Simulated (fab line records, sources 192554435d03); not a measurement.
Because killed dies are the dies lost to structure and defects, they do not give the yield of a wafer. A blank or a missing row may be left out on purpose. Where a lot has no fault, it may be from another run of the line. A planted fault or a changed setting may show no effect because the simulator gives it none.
Chamber matching -- flow n5Finfet -- N5_BEOL_M2_DESCUM_33 on rieDiel-03: 4 sister chambers
The step chemistry O2, time 7 s. 20 wafers are shown with their chamber, then 10 later ones without.

== EACH WAFER AND ITS CHAMBER ==
wafer,chamber,showerheadPlenumPTorr (Torr),rfVppV (V),throttleValvePct (%)
L074.1,2,2.10,243.3,20.45
L074.4,1,2.15,244.9,20.47
L074.6,1,2.15,243.8,20.46
L075.2,2,2.10,242.0,20.47
L075.3,1,2.15,243.3,20.48
L075.5,0,1.92,240.8,20.52
L077.3,0,1.91,239.8,20.54
L077.5,3,2.17,243.7,20.63
L077.6,2,2.10,242.2,20.46
L083.1,2,2.09,243.2,20.49
L083.3,3,2.16,244.4,20.65
L083.5,0,1.91,241.0,20.56
L085.2,1,2.15,242.1,20.10
L085.5,1,2.15,243.5,20.09
L085.6,2,2.09,243.3,20.49
L086.2,2,2.09,244.3,20.49
L086.5,0,1.91,241.5,20.57
L086.6,1,2.14,242.9,20.09
L094.2,0,1.90,239.9,20.60
L094.3,3,2.16,242.5,20.32

SIGNATURES, as means of the wafers listed above
reading,chamber 0,chamber 1,chamber 2,chamber 3,scatter within a chamber
showerheadPlenumPTorr,1.9100,2.1483,2.0950,2.1633,0.00559
rfVppV,240.600,243.417,243.050,243.533,0.862
throttleValvePct,20.5580,20.2817,20.4750,20.5333,0.134
Rule: for each reading, subtract the chamber's mean from the wafer's reading, divide by that reading's scatter and square the result; add these up over the readings and take the root, which gives the wafer's distance from the chamber. If the next closest chamber is less than 2 further off than the closest, the wafer can't be placed; otherwise it belongs to the closest. The scatter is the square root of a quotient: the sum, over the shown wafers, of each reading's squared deviation from its chamber's mean, divided by wafers minus chambers.

== WAFERS WITH NO CHAMBER GIVEN ==
wafer,showerheadPlenumPTorr (Torr),rfVppV (V),throttleValvePct (%)
L094.4,2.09,242.6,20.52
L095.1,1.90,240.3,20.60
L095.4,2.09,241.6,20.53
L095.5,2.09,243.1,20.52
L096.1,2.08,243.0,20.53
L096.2,2.16,243.5,20.32
L096.4,2.14,241.9,20.14
L097.3,2.16,244.5,20.33
L097.4,2.08,241.7,20.53
L097.5,2.08,241.5,20.52

== EACH ONE'S CHAMBER ==
wafer,from the rows above,in truth
L094.4,2,2
L095.1,0,0
L095.4,2,2
L095.5,2,2
L096.1,2,2
L096.2,can't be placed: 3 or 1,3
L096.4,1,1
L097.3,can't be placed: 3 or 1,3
L097.4,2,2
L097.5,2,2
Placed correctly: 8 of 10. Can't be placed from these rows: 2 (the true chamber is among the candidates in 2). Wrongly placed: 0.
